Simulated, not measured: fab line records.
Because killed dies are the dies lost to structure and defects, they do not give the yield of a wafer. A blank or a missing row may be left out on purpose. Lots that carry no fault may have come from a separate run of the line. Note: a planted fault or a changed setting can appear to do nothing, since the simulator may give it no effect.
fab line records	flow nand-harc
record lots=6	wafers=18	last-day=32
route steps=1302 shown P_ZERO_WELL@15 END@1302
lots untouched by any fault: they come from a run of this same line in which no faults occurred
start-h: hours from the record's first day to the start of the lot's first wafer shown	wait-h: hours since the lot's step before	" as in the row above	L1.1+2: one row covering several wafers at once	- no value, or no start given	* or withheld: withheld	< > ~ a bound
route shown NAME@n: names a module that has steps shown in the file, with the first one's number in the route	usual: mean/standard deviation taken from wafers without a fault	same: alike in all rows	chamber/n: place in a boat	sites: the reading at each site	_std_site: how widely they spread, as a standard deviation	_edge_site: inner sites' mean taken away from outer sites' mean	radius-mm: how far each site lies from the wafer's centre	mask NAME#n: copy n	behind: the most recent tool/chamber to have shaped the wafer	hold: reason for holding the lot/hours on hold/outcome of the hold	device: whichever transistor did not switch (one of n, p or np)	end of line: at the end of the route, the tests of the same wafers	where a step has no rows: the recipe by itself	killed: the dies lost at the first sort to structure and to defects; this is not the yield of the wafer	map: dies across one wafer; x = killed, . = not, _ = none there
set.NAME: setting as actually run; set.NAME@STEP: the setting as run at that earlier step	model.NAME: the simulator's own value behind a step, which no gauge read
certain route steps with their lots: each step a table, each wafer a row
services: a tool's chamber out of use, with start hour (start-h, from the record's first day; less than 0 if before it), hours out, and reason
## steps
# step NHARC_P_ZERO_WELL_HARDBAKE_12
# recipe temp-c=118	time-s=65
# step NHARC_P_ZERO_WELL_DESCUM_13
# recipe time-s=3	o2-flow-sccm=200	ar-flow-sccm=0	bias-power-w=0	chemistry=O2
# usual drypump-motor-current-A=5.8/0.37	oes-product-au=1.001/0.0099	rf-vpp-V=57.9/0.94	showerhead-plenum-p-Torr=1.93/0.085	throttle-valve-pct=11.311/0.01
lot.wafer	tool	chamber	start-h	wait-h	drypump-motor-current-A	oes-product-au	rf-hours-counter-h	rf-vpp-V	showerhead-plenum-p-Torr	throttle-valve-pct
L806.3	rie-diel-13	3	121.43	-	5.9	1.003	44	59.9	1.96	11.288
L806.1	"	1	"	"	5.9	0.984	39	59.1	1.99	11.320
L806.6	"	3	"	"	5.9	1.007	-	56.7	1.96	11.311
L809.2	rie-diel-13	3	151.78	-	5.9	1.009	54	57.4	1.95	11.321
L809.1	"	1	"	"	6.0	0.974	48	58.9	1.99	11.297
L809.5	"	0	"	"	5.9	1.003	-	57.4	2.00	11.313
L812.2	rie-diel-13	3	181.28	-	5.9	1.007	2	57.1	1.95	11.327
L812.4	"	0	"	"	5.9	0.985	2	59.4	2.00	11.304
L812.3	"	1	"	"	5.9	1.000	2	58.5	1.99	11.314
L813.1	rie-diel-02	1	191.41	-	5.1	1.005	53	57.7	2.01	11.329
L813.5	"	0	"	"	6.3	1.001	-	58.1	1.83	11.292
L813.4	"	2	"	"	5.6	1.009	-	57.6	1.78	11.312
L815.2	rie-diel-02	3	211.41	-	5.7	1.015	53	57.5	1.95	11.282
L815.1	"	1	"	"	5.1	1.002	57	59.8	2.01	11.310
L815.5	"	2	"	"	5.6	1.017	-	57.7	1.78	11.326
L817.4	rie-diel-13	0	231.40	-	5.9	1.005	14	58.9	2.00	11.296
L817.1	"	1	"	"	5.9	1.007	15	57.4	1.98	11.328
L817.5	"	2	"	"	5.8	0.989	-	59.2	1.86	11.310
# step NHARC_P_ZERO_WELL_ETCH_65
# recipe target-depth-a=800	overetch-a=240	time-s=87.88	ion-energy-ev=200	n2-flow-sccm=150	h2-flow-sccm=150	ar-flow-sccm=0	rf-w=400	bias-w=150	chemistry=N2/H2
# usual drypump-motor-current-A=5.8/0.39	oes-product-au=1.003/0.01	rf-fwd-power-W=397.0/1.5	rf-vpp-V=431.1/2.7	showerhead-plenum-p-Torr=2.06/0.091	throttle-valve-pct=14.171/0.008
lot.wafer	tool	chamber	start-h	wait-h	drypump-motor-current-A	oes-product-au	rf-fwd-power-W	rf-hours-counter-h	rf-vpp-V	showerhead-plenum-p-Torr	throttle-valve-pct
L806.3	rie-diel-13	2	121.51	0.1	5.8	0.992	397.2	41	428.8	1.99	14.174
L806.1	"	0	"	"	5.9	0.989	395.6	40	433.5	2.14	14.172
L806.6	"	2	"	"	5.8	0.995	395.4	-	430.8	1.99	14.176
L809.2	rie-diel-13	0	151.86	0.1	5.9	0.995	396.6	48	432.8	2.14	14.158
L809.1	"	3	"	"	5.9	1.012	397.8	54	431.8	2.08	14.182
L809.5	"	0	"	"	5.9	0.995	396.7	-	433.0	2.14	14.171
L812.3	rie-diel-13	0	181.44	0.1	5.8	1.004	396.1	2	433.7	2.13	14.183
L812.4	"	2	"	"	5.8	0.987	397.0	2	429.7	1.98	14.154
L812.2	"	3	"	"	5.9	1.007	399.4	2	432.9	2.08	14.176
L813.1	rie-diel-02	1	191.52	0.1	5.1	0.998	398.2	53	434.2	2.15	14.157
L813.4	"	2	"	"	5.7	1.019	394.4	-	426.5	1.89	14.164
L813.5	"	1	"	"	5.1	0.996	396.0	-	433.1	2.15	14.172
L815.2	rie-diel-02	3	211.49	0.1	5.7	1.014	396.5	53	433.4	2.08	14.166
L815.1	"	0	"	"	6.3	1.005	395.8	54	427.5	1.95	14.177
L815.5	"	0	"	"	6.2	1.016	396.4	-	428.3	1.95	14.165
L817.1	rie-diel-13	3	231.52	0.1	5.9	1.000	399.0	14	432.7	2.08	14.163
L817.5	"	0	"	"	5.9	1.011	398.2	-	431.7	2.13	14.165
L817.4	"	1	"	"	5.9	1.005	397.5	-	433.6	2.11	14.167
# step NHARC_P_ZERO_WELL_ETCH_62
# recipe target-depth-a=130	time-s=6.5	chf3-flow-sccm=50	ar-flow-sccm=200	rf-w=500	bias-w=200	chemistry=CHF3/Ar
# usual drypump-motor-current-A=5.8/0.38	oes-product-au=0.962/0.017	rf-fwd-power-W=488.3/1.9	rf-vpp-V=371.0/2.5	showerhead-plenum-p-Torr=2.36/0.1	throttle-valve-pct=20.217/0.0088
lot.wafer	tool	chamber	start-h	wait-h	drypump-motor-current-A	oes-product-au	rf-fwd-power-W	rf-hours-counter-h	rf-vpp-V	showerhead-plenum-p-Torr	throttle-valve-pct
L806.1	rie-diel-13	0	-	-	5.9	0.939	487.1	40	372.8	2.45	20.217
L806.3	"	1	"	"	5.9	0.938	487.5	39	374.5	2.44	20.210
L806.6	"	0	"	"	5.8	0.944	487.3	-	372.6	2.45	20.223
L809.2	rie-diel-13	0	-	-	5.8	0.957	487.2	48	374.2	2.45	20.230
L809.1	"	1	"	"	5.9	0.962	485.9	48	372.5	2.43	20.216
L809.5	"	1	"	"	5.9	0.960	488.4	-	373.2	2.43	20.222
L812.3	rie-diel-13	2	-	-	5.8	0.936	486.3	2	369.4	2.28	20.231
L812.2	"	3	"	"	5.9	0.934	487.7	2	371.9	2.39	20.215
L812.4	"	0	"	"	5.9	0.936	487.9	3	372.2	2.45	20.217
L813.1	rie-diel-02	0	-	-	6.3	0.963	487.8	50	368.6	2.25	20.209
L813.5	"	2	"	"	5.7	0.966	487.9	-	366.8	2.19	20.213
L813.4	"	0	"	"	6.3	0.966	486.9	-	370.1	2.25	20.203
L815.1	rie-diel-02	2	-	-	5.6	0.958	489.4	54	365.6	2.18	20.212
L815.2	"	0	"	"	6.3	0.985	489.0	54	367.4	2.24	20.228
L815.5	"	2	"	"	5.7	0.966	487.0	-	366.8	2.18	20.215
L817.1	rie-diel-13	1	-	-	5.9	0.935	487.7	16	373.5	2.42	20.226
L817.5	"	0	"	"	5.9	0.936	485.1	-	371.6	2.44	20.206
L817.4	"	3	"	"	5.9	0.947	485.5	-	370.8	2.38	20.208
# step NHARC_P_ZERO_WELL_ETCH_63
# recipe target-depth-a=1200	time-s=40.1	hbr-flow-sccm=150	cl2-flow-sccm=50	rf-w=400	icp-w=400	bias-w=100	chemistry=HBr/Cl2
# usual drypump-motor-current-A=5.7/0.57	oes-product-au=1.001/0.011	rf-fwd-power-W=394.3/1.8	throttle-valve-pct=26.406/0.0089
lot.wafer	tool	chamber	start-h	wait-h	drypump-motor-current-A	oes-product-au	rf-fwd-power-W	rf-hours-counter-h	throttle-valve-pct
L806.1	rie-si-02	0	121.68	-	5.1	1.017	395.8	0.11	26.408
L806.3	"	1	"	"	5.0	0.994	395.5	0.09	26.417
L806.6	"	0	"	"	5.1	1.012	395.7	-	26.410
L809.2	rie-si-01	2	152.06	-	6.2	0.991	393.6	0.81	26.406
L809.1	"	3	"	"	5.0	1.003	394.4	0.95	26.398
L809.5	"	1	"	"	6.4	1.027	394.1	-	26.392
L812.3	rie-si-02	3	181.68	-	6.3	0.993	391.0	0.38	26.417
L812.4	"	0	"	"	5.1	1.003	398.0	0.44	26.413
L812.2	"	1	"	"	5.0	0.984	392.3	0.44	26.405
L813.1	rie-si-03	0	191.69	-	4.8	0.993	394.1	0.78	26.406
L813.4	"	2	"	"	5.9	0.981	390.2	0.91	26.411
L813.5	"	0	"	"	4.8	1.002	397.1	-	26.394
L815.1	rie-si-02	1	211.67	-	5.0	0.980	393.9	0.69	26.408
L815.2	"	2	"	"	5.7	1.012	394.1	0.60	26.416
L815.5	"	1	"	"	5.0	0.985	394.4	-	26.405
L817.1	rie-si-01	1	231.87	-	6.4	1.012	396.5	0.22	26.394
L817.4	"	2	"	"	6.3	1.000	396.2	0.22	26.410
L817.5	"	1	"	"	6.4	1.016	395.9	-	26.404
# step NHARC_P_ZERO_WELL_STRIP_15
# recipe time-s=900	temp-c=130	chemistry=SPM
# step NHARC_P_ZERO_WELL_DEHYDRATE_16
# recipe temp-c=150	time-s=120
# step NHARC_P_ZERO_WELL_HMDS_17
# recipe time-s=30
# step NHARC_P_ZERO_WELL_COAT_18
# recipe spin-rpm=withheld
# step NHARC_P_ZERO_WELL_SOFTBAKE_19
# recipe temp-c=122	time-s=95
# step NHARC_P_ZERO_WELL_EBR_20
# step NHARC_P_ZERO_WELL_EXPOSE_21
# recipe na=0.6	target-cd-nm=720	dose-mj=22.31	mask-id=P_NWELL
# step NHARC_P_ZERO_WELL_PEB_22
# recipe peb-temp-c=118	peb-time-s=85
# usual heater-power-total-W=163.92/0.28	plate-temp-C=117.97/0.13
lot.wafer	tool	chamber	start-h	wait-h	heater-power-total-W	plate-temp-C
L806.1	litho-track-07	0	122.41	0.1	164.21	118.12
L806.3	"	0	"	"	164.50	118.19
L806.6	"	0	"	"	163.95	117.96
L809.1	litho-track-03	0	152.87	0.1	163.76	117.90
L809.2	"	0	"	"	164.32	118.06
L809.5	"	0	"	"	163.82	118.03
L812.2	litho-track-03	0	182.38	0.1	179.92	126.59
L812.3	"	0	"	"	180.05	126.77
L812.4	"	0	"	"	180.79	126.81
L813.1	litho-track-03	0	192.53	0.1	180.29	126.93
L813.4	"	0	"	"	180.59	126.86
L813.5	"	0	"	"	179.49	126.83
L815.1	litho-track-05	0	212.37	0.1	163.72	117.89
L815.2	"	0	"	"	163.68	118.09
L815.5	"	0	"	"	164.16	118.11
L817.1	litho-track-05	0	232.70	0.1	163.75	117.99
L817.4	"	0	"	"	163.62	118.12
L817.5	"	0	"	"	164.48	118.01
# step NHARC_P_ZERO_WELL_DEVELOP_23
# recipe time-s=70
# step NHARC_P_ZERO_WELL_CD_MEAS_24
# recipe target-cd-nm=720	landing-energy-ev=500
# usual cd-nm=718.1/1.7
lot.wafer	tool	chamber	start-h	wait-h	hold	cd-nm
L806.1	cd-sem-03	0	122.50	-	-	717.1
L806.3	"	0	"	"	-	717.9
L806.6	"	0	"	"	-	717.9
L809.1	cd-sem-01	0	152.96	-	-	715.4
L809.2	"	0	"	"	-	718.0
L809.5	"	0	"	"	-	714.1
L812.2	cd-sem-03	0	182.47	-	await-dispo/0.2h/release	728.7
L812.3	"	0	"	"	await-dispo/0.2h/release	729.8
L812.4	"	0	"	"	await-dispo/0.2h/release	727.3
L812.2	cd-sem-03	0	-	-	-	728.9
L812.3	"	0	"	"	-	729.3
L812.4	"	0	"	"	-	727.2
L813.1	cd-sem-01	0	192.62	-	await-dispo/0.2h/release	727.0
L813.4	"	0	"	"	await-dispo/0.2h/release	728.6
L813.5	"	0	"	"	await-dispo/0.2h/release	728.5
L813.1	cd-sem-01	0	-	-	-	726.8
L813.4	"	0	"	"	-	728.8
L813.5	"	0	"	"	-	728.4
L815.1	cd-sem-02	0	212.46	-	-	715.2
L815.2	"	0	"	"	-	716.3
L815.5	"	0	"	"	-	720.1
L817.1	cd-sem-02	0	232.79	-	-	714.9
L817.4	"	0	"	"	-	717.8
L817.5	"	0	"	"	-	718.3
# step NHARC_P_ZERO_WELL_DESCUM_26
# recipe time-s=3	o2-flow-sccm=200	ar-flow-sccm=0	bias-power-w=0	chemistry=O2
# usual drypump-motor-current-A=5.8/0.37	oes-product-au=1.002/0.0089	rf-vpp-V=57.9/0.99	showerhead-plenum-p-Torr=1.94/0.079	throttle-valve-pct=11.310/0.0091
lot.wafer	tool	chamber	start-h	wait-h	drypump-motor-current-A	oes-product-au	rf-hours-counter-h	rf-vpp-V	showerhead-plenum-p-Torr	throttle-valve-pct	model.P_ZERO_WELL.cd-nm
L806.1	rie-diel-02	3	122.68	-	5.7	1.015	24	56.9	1.96	11.298	716.7
L806.3	"	1	"	"	5.2	1.015	22	59.0	2.02	11.309	718.9
L806.6	"	2	"	"	5.6	1.015	-	58.2	1.79	11.297	718.4
L809.1	rie-diel-13	0	153.12	-	5.9	0.994	48	57.9	2.00	11.309	715.5
L809.2	"	1	"	"	5.9	0.985	48	58.7	1.99	11.313	718.2
L809.5	"	1	"	"	5.9	0.994	-	57.7	1.99	11.303	714.1
L812.2	rie-diel-13	1	183.82	-	5.9	0.994	3	57.2	1.99	11.307	728.6
L812.3	"	3	"	"	5.9	0.997	3	59.0	1.95	11.308	729.6
L812.4	"	0	"	"	5.9	0.989	3	57.9	2.00	11.310	727.8
L813.1	rie-diel-09	1	194.84	-	5.5	1.005	14	59.2	1.96	11.313	727.1
L813.4	"	2	"	"	6.3	1.003	14	59.5	2.01	11.301	728.6
L813.5	"	2	"	"	6.3	1.003	-	57.1	2.02	11.299	728.2
L815.1	rie-diel-13	0	212.63	-	5.9	1.005	10	57.3	2.00	11.302	715.7
L815.2	"	1	"	"	5.9	1.011	9	59.3	1.98	11.300	715.7
L815.5	"	3	"	"	5.9	1.011	-	58.2	1.95	11.300	720.3
L817.1	rie-diel-13	1	232.97	-	5.9	1.000	16	56.8	1.98	11.300	714.5
L817.5	"	1	"	"	6.0	0.993	-	56.3	1.98	11.307	718
L817.4	"	3	"	"	5.9	1.001	-	57.9	1.95	11.303	717.6
# step NHARC_P_ZERO_WELL_IMPLANT_27
# recipe energy-kev=600	dose-cm2=1e+13	tilt-deg=7
# step NHARC_END_SORT_01
# recipe temp-c=25
# usual killed-at-array=58/18	killed-at-other=1.0/1.5	killed-at-periphery=4/3.1	killed-dies=64/18	killed-open=3.4/1.9	killed-short=2.7/1.7
# same gross-dies=677
lot.wafer	tool	chamber	start-h	wait-h	killed-at-array	killed-at-other	killed-at-periphery	killed-dies	killed-open	killed-short
L809.1	prober-01	0	710.90	2.5	68	0	3	71	4	1
L809.2	prober-01	0	711.70	2.8	70	0	3	73	4	1
L809.5	prober-01	0	714.09	3.7	83	0	4	87	3	2
L812.4	prober-01	0	745.81	3.4	67	0	1	68	1	3
# killed by level:class
L809.1 A_SLIT:chamber-film-flake=31 A_CHANNEL_HOLE_D1:chamber-film-flake=30 A_BLC:geometric-particle:open=2 P_GATE:chamber-film-flake=2 A_CHANNEL_FILL_D1:geometric-particle:short=1 A_ONON_D2:geometric-particle:open=1 A_M0:geometric-particle:open=1 P_M0:chamber-film-flake=1
L809.2 A_SLIT:chamber-film-flake=34 A_CHANNEL_HOLE_D1:chamber-film-flake=24 P_GATE:chamber-film-flake=3 A_BLC:geometric-particle:open=2 A_DECK1_JOINT:chamber-film-flake=2 A_STAIRCASE:chamber-film-flake=2 A_CONTACT:chamber-film-flake=2 A_ONON_D1:geometric-particle:short=1
L809.5 A_CHANNEL_HOLE_D1:chamber-film-flake=38 A_SLIT:chamber-film-flake=31 A_CONTACT:chamber-film-flake=4 A_STAIRCASE:chamber-film-flake=3 P_GATE:chamber-film-flake=2 A_CHANNEL_FILL_D2:chamber-film-flake=2 P_GATE:geometric-particle:open=1 A_CHANNEL_FILL_D1:geometric-particle:short=1
L812.4 A_CHANNEL_HOLE_D1:chamber-film-flake=27 A_CHANNEL_HOLE_D2:chamber-film-flake=17 A_SLIT:chamber-film-flake=6 A_CONTACT:chamber-film-flake=6 A_STAIRCASE:chamber-film-flake=4 A_CHANNEL_FILL_D2:geometric-particle:short=2 A_CHANNEL_FILL_D1:chamber-film-flake=2 A_ONON_D1:geometric-particle:short=1
## services
tool	chamber	start-h	hours	kind
litho-track-03	-	100.00	7.0	pm
rie-si-02	-	100.00	9.0	pm
rie-diel-09	3	115.86	2.5	repair
rie-diel-13	0	119.66	-	clean
rie-diel-13	1	119.66	-	clean
rie-diel-13	2	119.66	-	clean
rie-diel-13	3	119.66	-	clean
litho-track-05	-	124.00	7.0	pm
rie-diel-13	0	130.13	4.5	repair
rie-si-01	-	140.74	0.3	repair
rie-diel-09	-	143.44	9.0	pm
rie-diel-13	0	144.82	-	clean
rie-diel-13	1	144.82	-	clean
rie-diel-13	2	144.82	-	clean
rie-diel-13	3	144.82	-	clean
rie-si-02	0	157.59	1.0	repair
rie-diel-13	-	165.00	9.0	pm
rie-diel-13	0	165.00	9.0	vent-cycle
rie-diel-02	1	178.38	1.9	repair
rie-diel-09	3	184.09	7.9	repair
rie-diel-02	3	190.03	5.8	repair
rie-si-01	-	193.00	9.0	pm
rie-diel-02	-	217.00	9.0	pm
rie-si-03	-	221.00	9.0	pm
## key
first-sign step=NHARC_P_ZERO_WELL_PEB_22	reading=plate-temp-C	direction=up	sigmas=66	usual=*	struck=*
effect step=NHARC_P_ZERO_WELL_PEB_22	reading=heater-power-total-W	direction=up	sigmas=57	usual=*	struck=*
effect step=NHARC_P_ZERO_WELL_CD_MEAS_24	reading=visit	direction=added
effect step=NHARC_P_ZERO_WELL_CD_MEAS_24	reading=cd-nm	direction=up	sigmas=6.1	usual=718.1	struck=728.3
model-effect step=NHARC_P_ZERO_WELL_DESCUM_26	value=P_ZERO_WELL.cd-nm	without=719.9	struck=728.3
met-at NHARC_P_ZERO_WELL_PEB_22
struck-wafers L812.2,L812.3,L812.4,L813.1,L813.4,L813.5
tester-left-out L812,L813
onset-between 152.87 182.38
fault kind=process-parameter-drift	tool=litho-track-03	chamber=-	onset-h=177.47	steps=NHARC_P_ZERO_WELL_PEB_22	channel=peb-temp-c	offset=*	shape=step	end-h=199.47	acts-in=*	stated=*
# tester-left-out: of these lots the tester's yield and bins aren't shown, on N5 and GAA mostly nor the transistor test; their killed dies are dies lost to structure and defects alone, not to doping, threshold or leakage, so they don't give the yield
